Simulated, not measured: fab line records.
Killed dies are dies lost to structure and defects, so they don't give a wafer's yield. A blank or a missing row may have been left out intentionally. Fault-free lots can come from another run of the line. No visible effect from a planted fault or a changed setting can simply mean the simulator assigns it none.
Chamber matching    flow n5Finfet    N5_BEOL_M1_ETCH_74 on rieDiel-01 has 4 sister chambers
The step etches underlayer in N2/H2, target depth 6.5 nm, time 5.2 s. 8 wafers are shown with their chamber, then 7 later ones without.

WAFERS, EACH WITH ITS CHAMBER
wafer   chamber  drypumpMotorCurrentA (A)  showerheadPlenumPTorr (Torr)
L074.1  3        5.8                       2.44
L074.6  0        5.3                       2.60
L086.5  2        6.2                       2.54
L090.2  0        5.3                       2.59
L090.5  1        6.1                       2.57
L090.6  2        6.2                       2.53
L094.1  1        6.0                       2.57
L094.2  3        5.8                       2.43

WAFERS MISSING THEIR CHAMBER
wafer   drypumpMotorCurrentA (A)  showerheadPlenumPTorr (Torr)
L094.3  6.2                       2.53
L095.2  6.3                       2.53
L095.3  5.3                       2.59
L095.5  5.3                       2.59
L096.2  6.0                       2.57
L096.4  5.3                       2.59
L096.5  6.0                       2.57

CHAMBER TAKEN BY EACH
wafer   from the rows above  in truth
L094.3  2                    2
L095.2  2                    2
L095.3  0                    0
L095.5  0                    0
L096.2  1                    1
L096.4  0                    0
L096.5  1                    1
Correct placement for 7 of the 7. From these rows, 0 cannot be placed. Number placed wrongly: 0.
How it was worked out, from the rows above alone: a wafer's distance from a chamber is the root of the sum, over the readings, of the square of ((its reading less the chamber's mean) divided by the reading's scatter). The wafer belongs to the nearest chamber; if the next one is less than 2 further off, it can't be placed. For every chamber, the mean is computed from those of its wafers that are shown. The scatter is the square root of a quotient: the sum, over the shown wafers, of each reading's squared deviation from its chamber's mean, divided by wafers minus chambers.
